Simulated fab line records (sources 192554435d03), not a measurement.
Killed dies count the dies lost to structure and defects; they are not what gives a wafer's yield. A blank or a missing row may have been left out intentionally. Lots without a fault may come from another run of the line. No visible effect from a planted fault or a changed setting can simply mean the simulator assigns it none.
Chamber matching | flow n5-finfet | rie-diel-04 running N5_BEOL_M10_ETCH_62: 4 sister chambers
The step etches SOC in N2/H2, target depth 110 nm, overetch 22 nm, time 165 s. 14 wafers are shown with their chamber, then 7 later ones without.

== WAFERS PAIRED WITH THEIR CHAMBERS ==
wafer  | chamber | showerhead-plenum-p-Torr (Torr) | drypump-motor-current-A (A) | throttle-valve-pct (%)
L076.2 | 1       | 2.63                            | 5.4                         | 17.86
L076.3 | 0       | 2.58                            | 5.4                         | 17.62
L076.4 | 0       | 2.58                            | 5.3                         | 17.60
L081.2 | 2       | 2.64                            | 5.8                         | 17.79
L081.3 | 1       | 2.63                            | 5.4                         | 17.86
L081.5 | 0       | 2.58                            | 5.3                         | 17.62
L082.3 | 2       | 2.64                            | 5.9                         | 17.78
L082.4 | 1       | 2.62                            | 5.4                         | 17.88
L082.6 | 2       | 2.64                            | 5.9                         | 17.81
L090.1 | 2       | 2.63                            | 5.9                         | 17.83
L090.3 | 1       | 2.61                            | 5.4                         | 17.88
L090.5 | 3       | 2.48                            | 5.4                         | 17.68
L092.1 | 1       | 2.61                            | 5.4                         | 17.92
L092.3 | 3       | 2.48                            | 5.4                         | 17.70

SIGNATURES, as means of the wafers listed above
reading                  | chamber 0 | chamber 1 | chamber 2 | chamber 3 | scatter within a chamber
showerhead-plenum-p-Torr | 2.5800    | 2.6200    | 2.6375    | 2.4800    | 0.00689
drypump-motor-current-A  | 5.333     | 5.400     | 5.875     | 5.400     | 0.0376
throttle-valve-pct       | 17.6133   | 17.8800   | 17.8025   | 17.6900   | 0.0208
Rule: distance of a wafer from a chamber = root of the sum over the readings of ((wafer's reading minus chamber's mean) / reading's scatter) squared. The wafer belongs to the nearest chamber; if the next one is less than 2 further off, it can't be placed. The scatter: take each reading less its chamber's mean, square it, sum over the shown wafers, divide by the number of wafers less the number of chambers, and take the root.

== WAFERS WITH NO CHAMBER GIVEN ==
wafer  | showerhead-plenum-p-Torr (Torr) | drypump-motor-current-A (A) | throttle-valve-pct (%)
L092.4 | 2.57                            | 5.3                         | 17.67
L094.2 | 2.57                            | 5.3                         | 17.67
L094.3 | 2.48                            | 5.4                         | 17.70
L094.5 | 2.57                            | 5.3                         | 17.65
L096.4 | 2.62                            | 5.9                         | 17.86
L096.5 | 2.61                            | 5.4                         | 17.94
L096.6 | 2.62                            | 5.9                         | 17.85

== WHICH CHAMBER EACH WENT THROUGH ==
wafer  | from the rows above | in truth
L092.4 | 0                   | 0
L094.2 | 0                   | 0
L094.3 | 3                   | 3
L094.5 | 0                   | 0
L096.4 | 2                   | 2
L096.5 | 1                   | 1
L096.6 | 2                   | 2
7 of 7 placed correctly. From these rows, 0 cannot be placed. 0 placed wrongly.
